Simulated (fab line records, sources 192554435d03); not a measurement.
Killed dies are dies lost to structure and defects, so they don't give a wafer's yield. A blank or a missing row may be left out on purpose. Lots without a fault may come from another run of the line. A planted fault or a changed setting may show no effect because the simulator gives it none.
Chamber matching | flow n5_finfet | N5_BEOL_M7_CURE_74 on uv_cure-03: 3 sister chambers
The step cures SiCOH lowk, time 240 s. 6 wafers are shown with their chamber, then 8 later ones without.

WAFERS WITH THEIR CHAMBER
wafer  | chamber | wafer_temp_C_max | lamp_power_pct (%)
L074.5 | 1       | 388.1            | 52.37
L074.6 | 1       | 388.3            | 52.29
L083.2 | 0       | 386.9            | 52.32
L083.4 | 0       | 387.5            | 52.35
L086.6 | 2       | 388.0            | 52.32
L089.3 | 2       | 388.6            | 52.27

WAFERS WITHOUT THEIR CHAMBER
wafer  | wafer_temp_C_max | lamp_power_pct (%)
L089.4 | 388.1            | 52.25
L089.6 | 387.8            | 52.31
L096.4 | 387.7            | 52.20
L096.5 | 387.1            | 52.28
L096.6 | 387.8            | 52.25
L097.1 | 387.9            | 52.22
L097.4 | 387.7            | 52.24
L097.5 | 389.1            | 52.37

WHICH CHAMBER EACH WENT THROUGH
wafer  | from the rows above          | in truth
L089.4 | can't be placed: 2 or 1      | 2
L089.6 | can't be placed: 1 or 2 or 0 | 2
L096.4 | can't be placed: 2 or 1 or 0 | 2
L096.5 | can't be placed: 0 or 1      | 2
L096.6 | can't be placed: 2 or 1 or 0 | 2
L097.1 | can't be placed: 2 or 1 or 0 | 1
L097.4 | can't be placed: 2 or 1 or 0 | 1
L097.5 | can't be placed: 1 or 2      | 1
Placed correctly: 0 of 8. Can't be placed from these rows: 8 (the true chamber is among the candidates in 7). Placed wrongly: 0.
How it was worked out, from the rows above alone: a wafer's distance from a chamber is the root of the sum, over the readings, of the square of ((its reading less the chamber's mean) divided by the reading's scatter). The wafer belongs to the nearest chamber; if the next one is less than 2 further off, it can't be placed. A chamber's mean is the mean of its shown wafers. The scatter: the root of (the sum of the squares of (reading less its chamber's mean) over the shown wafers, divided by (wafers less chambers)).
